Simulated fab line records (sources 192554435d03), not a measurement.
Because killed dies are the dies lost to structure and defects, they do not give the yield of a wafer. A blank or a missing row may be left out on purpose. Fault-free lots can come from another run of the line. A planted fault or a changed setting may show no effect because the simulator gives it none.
Which of the tools did it? ; flow n5-finfet ; 9 lots with 25 wafers sampled at 5 steps, on a route of 1938 steps

## WHAT THE GAUGES READ, wafer by wafer
N5_HKMG_FIN_OVL_MEAS_13. Usual: NWFM_OVL typically reads -0.3 nm, with standard deviation 0.78.
lot;measured;on;NWFM_OVL (nm);flag
L307;day 4 17:08;overlay-01;-2.2 -0.5 -2.6;
L310;day 5 14:35;overlay-01;0.2 1.1 1.1;
L313;day 6 11:47;overlay-01;0.8 0.8 -1.1;
L314;day 6 13:28;overlay-01;0.5 0.5 0.8;
L317;day 7 07:22;overlay-02;0.0 -1.1;
L318;day 7 12:14;overlay-01;-0.5 -0.3;
L323;day 8 17:56;overlay-01;0.1 -0.9 -0.7;
L327;day 9 23:01;overlay-02;-0.6 -0.9 -0.3;
L328;day 9 23:43;overlay-01;-0.3 0.0 -0.4;

N5_BEOL_M4_RC_MEAS_101. Usual: DIBL_N 35.8 mV/V, standard deviation 1.7; DIBL_P 35.3 mV/V, standard deviation 2; IOFF_N 0.150 nA/um, standard deviation 0.026; IOFF_N_LIN 0.070 nA/um, standard deviation 0.0098; IOFF_N_LONG 5.58e-05 nA/um, standard deviation 2.1e-06; IOFF_P 0.194 nA/um, standard deviation 0.029; ION_N 667 uA/um, standard deviation 11; ION_P 456 uA/um, standard deviation 7.1; SS_N 71.4 mV/dec, standard deviation 0.65; SS_P 73.1 mV/dec, standard deviation 0.64; VT_N 251 mV, standard deviation 3; VT_N_LONG 274.4 mV, standard deviation 2.1; VT_N_LVT 99 mV, standard deviation 3.1; VT_P -252 mV, standard deviation 3.2.
lot;measured;on;DIBL_N (mV/V);DIBL_P (mV/V);IOFF_N (nA/um);IOFF_N_LIN (nA/um);IOFF_N_LONG (nA/um);IOFF_P (nA/um);ION_N (uA/um);ION_P (uA/um);SS_N (mV/dec);SS_P (mV/dec);VT_N (mV);VT_N_LONG (mV);VT_N_LVT (mV);VT_P (mV);flag
L307;day 10 07:59;prober-02;36.1 36.0 37.7;36.4 36.0 37.8;0.148 0.150 0.173;0.071 0.072 0.080;5.17e-05 5.35e-05 5.15e-05;0.197 0.196 0.228;663 671 666;452 462 457;71.0 71.1 72.4;73.3 73.4 74.0;252 253 247;277.7 275.3 278.6;99 99 97;-252 -255 -250;
L310;day 11 08:04;prober-02;33.9 31.8 34.2;32.9 31.0 33.7;0.125 0.097 0.125;0.059 0.049 0.060;5.69e-05 5.58e-05 5.67e-05;0.150 0.135 0.157;669 644 662;448 443 453;71.4 69.8 71.0;72.4 72.2 72.5;255 256 253;274.1 276.4 276.4;101 105 101;-255 -257 -254;
L313;day 12 09:15;prober-01;36.8 36.0 36.3;35.8 34.6 36.0;0.160 0.148 0.154;0.074 0.067 0.072;5.63e-05 5.7e-05 5.68e-05;0.220 0.216 0.232;670 672 666;466 463 463;71.6 71.1 71.7;73.3 73.3 73.3;251 250 250;274.7 274.1 271.5;100 102 101;-246 -245 -246;
L314;day 12 13:01;prober-01;34.5 33.9 35.6;36.0 34.6 36.7;0.148 0.136 0.175;0.072 0.065 0.081;5.87e-05 5.74e-05 5.77e-05;0.217 0.202 0.238;665 660 671;464 463 462;71.5 70.9 71.9;73.9 72.9 73.8;250 251 247;271.1 272.4 271.8;98 98 96;-247 -250 -246;
L317;day 13 19:43;prober-02;36.6 35.0;34.3 32.6;0.109 0.134;0.047 0.061;4.26e-05 5.5e-05;0.192 0.162;530 659;456 449;72.1 71.6;74.2 72.8;262 253;287.5 275.9;109 100;-252 -255;OFF
L318;day 12 22:57;prober-01;35.4 36.5;34.1 34.9;0.087 0.105;0.040 0.046;4.13e-05 4.44e-05;0.177 0.184;496 523;454 453;71.3 71.7;72.7 73.5;265 262;288.7 285.7;113 111;-253 -252;OFF
L323;day 14 15:12;prober-02;36.4 35.6 38.0;34.8 34.5 37.2;0.156 0.137 0.190;0.064 0.062 0.082;5.42e-05 5.35e-05 5.54e-05;0.168 0.160 0.194;648 665 679;436 450 455;72.4 71.5 72.3;73.4 73.4 74.3;254 251 248;275.8 273.3 274.9;100 99 94;-253 -254 -253;
L327;day 15 11:44;prober-02;37.6 36.5 36.8;35.2 35.3 36.0;0.177 0.159 0.167;0.080 0.074 0.077;5.77e-05 5.67e-05 5.64e-05;0.217 0.212 0.225;680 669 679;463 461 464;71.3 70.4 71.2;73.9 72.7 73.7;248 250 250;275.5 272.7 274.2;96 98 99;-248 -250 -252;
L328;day 15 13:35;prober-02;36.4 32.1 38.1;37.8 30.6 38.0;0.167 0.103 0.195;0.078 0.050 0.083;5.44e-05 5.59e-05 5.67e-05;0.192 0.114 0.186;676 649 674;457 443 452;71.4 70.6 72.7;73.8 71.6 73.5;247 255 247;275.7 272.7 270.7;93 101 94;-252 -260 -255;

## EACH LOT AND THE TOOL THAT RAN IT (in order: tool; ch and the chambers of the sampled wafers; start)
lot;N5_HKMG_FIN_ETCH_58;N5_HKMG_FIN_STRIP_93;N5_HKMG_FIN_ETCH_35
L307;rie-diel-03 ch 2,3, day 4 13:30;rie-diel-03 ch 2,3, day 4 13:55;rie-diel-01 ch 2,3, day 4 17:30
L310;rie-diel-01 ch 2,3, day 5 10:52;rie-diel-01 ch 2,3, day 5 11:18;rie-diel-01 ch 1,3, day 5 14:57
L313;rie-diel-01 ch 1,2, day 6 08:45;rie-diel-01 ch 1,2, day 6 09:11;rie-diel-01 ch 0,1,3, day 6 12:08
L314;rie-diel-03 ch 0,3, day 6 10:07;rie-diel-03 ch 0,3, day 6 10:33;rie-diel-04 ch 0,1,3, day 6 13:50
L317;rie-diel-04 ch 3, day 7 02:32;rie-diel-04 ch 3, day 7 02:58;rie-diel-01 ch 2,3, day 7 07:44
L318;rie-diel-04 ch 1,3, day 7 09:14;rie-diel-04 ch 1,3, day 7 09:40;rie-diel-01 ch 2,3, day 7 12:35
L323;rie-diel-03 ch 0,2,3, day 8 15:00;rie-diel-03 ch 0,2,3, day 8 15:25;rie-diel-03 ch 0,2, day 8 18:17
L327;rie-diel-04 ch 0,1,2, day 9 19:58;rie-diel-04 ch 0,1,2, day 9 20:23;rie-diel-03 ch 0,1, day 9 23:22
L328;rie-diel-04 ch 1,2,3, day 9 20:44;rie-diel-04 ch 1,2,3, day 9 21:10;rie-diel-04 ch 1,2,3, day 10 00:27
- N5_HKMG_FIN_ETCH_58: etches SOC in N2/H2, target depth 215.8 nm, time 741 s.
- N5_HKMG_FIN_STRIP_93: strips SOC in N2/H2, time 20 s.
- N5_HKMG_FIN_ETCH_35: etches SOC in N2/H2, target depth 215.8 nm, time 243.4 s.

## AS READ BY THE TOOLS THEMSELVES (means over the sampled wafers that have a number; for cases with no such wafer, the mark the record gives instead)
N5_HKMG_FIN_ETCH_58. Usual: chamber-pressure-mTorr 30.000 mTorr, standard deviation 0.027; drypump-motor-current-A 5.9 A, standard deviation 0.5; oes-product-au 0.76 a.u., standard deviation 0.087; rf-vpp-V 99.0 V, standard deviation 0.88; run-length-s 764.6 s, standard deviation 0.33; showerhead-plenum-p-Torr 2.52 Torr, standard deviation 0.088; throttle-valve-pct 17.80 %, standard deviation 0.29.
lot;tool;chamber-pressure-mTorr (mTorr);drypump-motor-current-A (A);oes-product-au (a.u.);rf-vpp-V (V);run-length-s (s);showerhead-plenum-p-Torr (Torr);throttle-valve-pct (%);flag
L307;rie-diel-03;30.015;5.7;0.78;98.8;764.8;2.52;17.57;
L310;rie-diel-01;29.990;6.4;0.84;99.0;764.4;2.46;17.86;
L313;rie-diel-01;30.005;6.3;0.83;98.3;764.4;2.46;18.07;
L314;rie-diel-03;29.962;6.0;0.70;98.3;764.8;2.50;17.90;
L317;rie-diel-04;29.988;5.2;0.70;98.3;764.5;2.40;17.62;
L318;rie-diel-04;30.018;5.8;0.68;99.5;764.4;2.50;17.79;
L323;rie-diel-03;29.984;5.8;0.72;99.0;764.7;2.50;17.79;
L327;rie-diel-04;30.013;6.0;0.78;100.4;764.1;2.53;17.93;
L328;rie-diel-04;30.011;5.7;0.76;98.4;764.4;2.47;17.74;

N5_HKMG_FIN_STRIP_93. Usual: chamber-pressure-mTorr 50.00 mTorr, standard deviation 0.047; drypump-motor-current-A 5.9 A, standard deviation 0.5; oes-product-au 0.76 a.u., standard deviation 0.087; rf-vpp-V 54.2 V, standard deviation 0.92; showerhead-plenum-p-Torr 3.33 Torr, standard deviation 0.11; temp-c 40.01 C, standard deviation 0.11; throttle-valve-pct 19.1 %, standard deviation 0.4.
lot;tool;chamber-pressure-mTorr (mTorr);drypump-motor-current-A (A);oes-product-au (a.u.);rf-vpp-V (V);showerhead-plenum-p-Torr (Torr);temp-c (C);throttle-valve-pct (%);flag
L307;rie-diel-03;50.03;5.7;0.79;54.7;3.33;40.00;19.0;
L310;rie-diel-01;49.96;6.4;0.85;54.2;3.25;39.89;19.3;
L313;rie-diel-01;49.96;6.3;0.83;54.0;3.25;40.08;19.5;
L314;rie-diel-03;50.01;5.9;0.70;54.1;3.31;40.05;19.2;
L317;rie-diel-04;50.01;5.2;0.69;54.5;3.17;40.16;18.7;
L318;rie-diel-04;49.99;5.8;0.67;54.9;3.31;40.19;19.0;
L323;rie-diel-03;50.01;5.8;0.72;54.1;3.31;40.06;19.1;
L327;rie-diel-04;49.99;6.0;0.78;54.1;3.33;40.03;19.3;
L328;rie-diel-04;50.05;5.7;0.76;54.6;3.27;40.06;19.0;

N5_HKMG_FIN_ETCH_35. Usual: chamber-pressure-mTorr 30.000 mTorr, standard deviation 0.027; drypump-motor-current-A 5.9 A, standard deviation 0.49; oes-product-au 0.77 a.u., standard deviation 0.098; rf-vpp-V 141.3 V, standard deviation 1; run-length-s 267.0 s, standard deviation 0.35; showerhead-plenum-p-Torr 2.51 Torr, standard deviation 0.085; throttle-valve-pct 17.8 %, standard deviation 0.33.
lot;tool;chamber-pressure-mTorr (mTorr);drypump-motor-current-A (A);oes-product-au (a.u.);rf-vpp-V (V);run-length-s (s);showerhead-plenum-p-Torr (Torr);throttle-valve-pct (%);flag
L307;rie-diel-01;30.007;6.4;0.86;141.1;266.9;2.46;17.9;
L310;rie-diel-01;29.985;5.9;0.98;141.3;267.4;2.48;17.4;
L313;rie-diel-01;30.007;6.1;0.87;140.6;267.1;2.53;17.7;
L314;rie-diel-04;29.996;5.9;0.71;141.0;266.8;2.53;17.9;
L317;rie-diel-01;30.020;6.2;0.86;141.7;230.5;2.46;17.8;OFF
L318;rie-diel-01;30.005;6.2;0.84;139.8;194.4;2.46;17.8;OFF
L323;rie-diel-03;29.998;5.4;0.75;141.1;267.4;2.44;17.7;
L327;rie-diel-03;29.998;5.5;0.76;141.2;267.3;2.48;17.8;
L328;rie-diel-04;29.989;5.7;0.76;141.5;267.0;2.47;17.8;

## THE ANSWER, worked out from the rows above alone
Rule: a lot counts as off when the mean over its wafers that have a number is more than 3 standard deviations away from the usual mean. A lot without any number at a reading at which 4 lots or more have one is off too. The other lots that the step has rows for count as sound. First the gauges in route order, then the tools' own readings, where a lot's mean is used as printed above. At the first step where some lot is off, the reading lying furthest off is the one used; lots without a number count as furthest.
Off: L317, L318, seen at N5_BEOL_M4_RC_MEAS_101 (ION_N).
If a tool, at a process step before that reading, ran all the lots that are off and no sound lot after the first of them, it fits. The gauges at N5_BEOL_M4_RC_MEAS_101 aren't tried: what is off there is off at N5_HKMG_FIN_ETCH_35 too, on other tools, and a gauge's error can't cause that. One fits: N5_HKMG_FIN_ETCH_35 on rie-diel-01. Its last sound lot is L313 (day 6 12:08), its first lot that is off L317 (day 7 07:44): a fault that began between those two fits.
The tool's own readings at N5_HKMG_FIN_ETCH_35 bear it out: on the lots that are off they differ by more than 5 times the standard deviation of the sound lots' means. run-length-s reads 212.4 s there against 267.1 s on the sound lots.

## WHAT HAD BEEN PUT IN BY THE SIMULATOR
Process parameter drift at N5_HKMG_FIN_ETCH_35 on rie-diel-01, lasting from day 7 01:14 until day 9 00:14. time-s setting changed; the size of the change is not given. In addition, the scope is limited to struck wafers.
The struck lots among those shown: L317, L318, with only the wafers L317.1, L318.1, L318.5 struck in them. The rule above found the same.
